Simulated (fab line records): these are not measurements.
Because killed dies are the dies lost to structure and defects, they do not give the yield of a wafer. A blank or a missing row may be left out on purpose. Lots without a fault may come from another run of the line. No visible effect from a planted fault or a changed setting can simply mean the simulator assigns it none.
Matching of chambers | flow nandHarc | aldSin-01 running NHARC_P_GATE_ALD_36: 4 sister chambers
The step deposits SiNx, target thk 20 nm, pulse time 60 s, ald cycles 223. 16 wafers are shown with their chamber, then 8 later ones without.

## WAFERS PAIRED WITH THEIR CHAMBERS
wafer  | chamber | heaterPowerW (W) | precursorPulseHeightRel
L076.2 | 0       | 759              | 1.007
L076.3 | 1       | 677              | 1.004
L076.5 | 0       | 771              | 0.992
L078.2 | 3       | 798              | 1.000
L078.4 | 1       | 686              | 1.002
L078.6 | 3       | 785              | 1.008
L082.2 | 0       | 752              | 1.004
L082.6 | 2       | 662              | 0.976
L082.4 | 0       | 758              | 0.996
L085.1 | 3       | 782              | 1.011
L085.6 | 0       | 763              | 0.988
L085.5 | 2       | 667              | 0.993
L089.3 | 3       | 753              | 0.955
L089.5 | 3       | 783              | 0.993
L089.6 | 2       | 698              | 1.005
L091.3 | 3       | 775              | 1.006

SIGNATURES, as means of the wafers listed above
reading                 | chamber 0 | chamber 1 | chamber 2 | chamber 3 | scatter within a chamber
heaterPowerW            | 760.60    | 681.50    | 675.67    | 779.33    | 13.3
precursorPulseHeightRel | 0.99740   | 1.00300   | 0.99133   | 0.99550   | 0.0154
Rule: a wafer lies at a distance from a chamber equal to the root of the sum of squares, over the readings, of (its reading less the chamber's mean, divided by the reading's scatter). The wafer belongs to the nearest chamber; if the next one is less than 2 further off, it can't be placed. The scatter is the square root of a quotient: the sum, over the shown wafers, of each reading's squared deviation from its chamber's mean, divided by wafers minus chambers.

## WAFERS WITH NO CHAMBER GIVEN
wafer  | heaterPowerW (W) | precursorPulseHeightRel
L091.5 | 662              | 1.003
L091.6 | 690              | 0.998
L094.2 | 776              | 0.992
L094.4 | 666              | 0.978
L094.6 | 761              | 1.017
L096.2 | 673              | 0.996
L096.3 | 685              | 0.961
L096.1 | 770              | 0.979

## THE CHAMBER EACH PASSED THROUGH
wafer  | from the rows above     | in truth
L091.5 | can't be placed: 2 or 1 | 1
L091.6 | can't be placed: 1 or 2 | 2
L094.2 | can't be placed: 3 or 0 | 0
L094.4 | can't be placed: 2 or 1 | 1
L094.6 | can't be placed: 0 or 3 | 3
L096.2 | can't be placed: 2 or 1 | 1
L096.3 | can't be placed: 2 or 1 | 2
L096.1 | can't be placed: 3 or 0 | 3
Placed correctly: 0 of 8. From these rows, 8 cannot be placed; in 8 the true chamber is one of the candidates. Wrongly placed: 0.
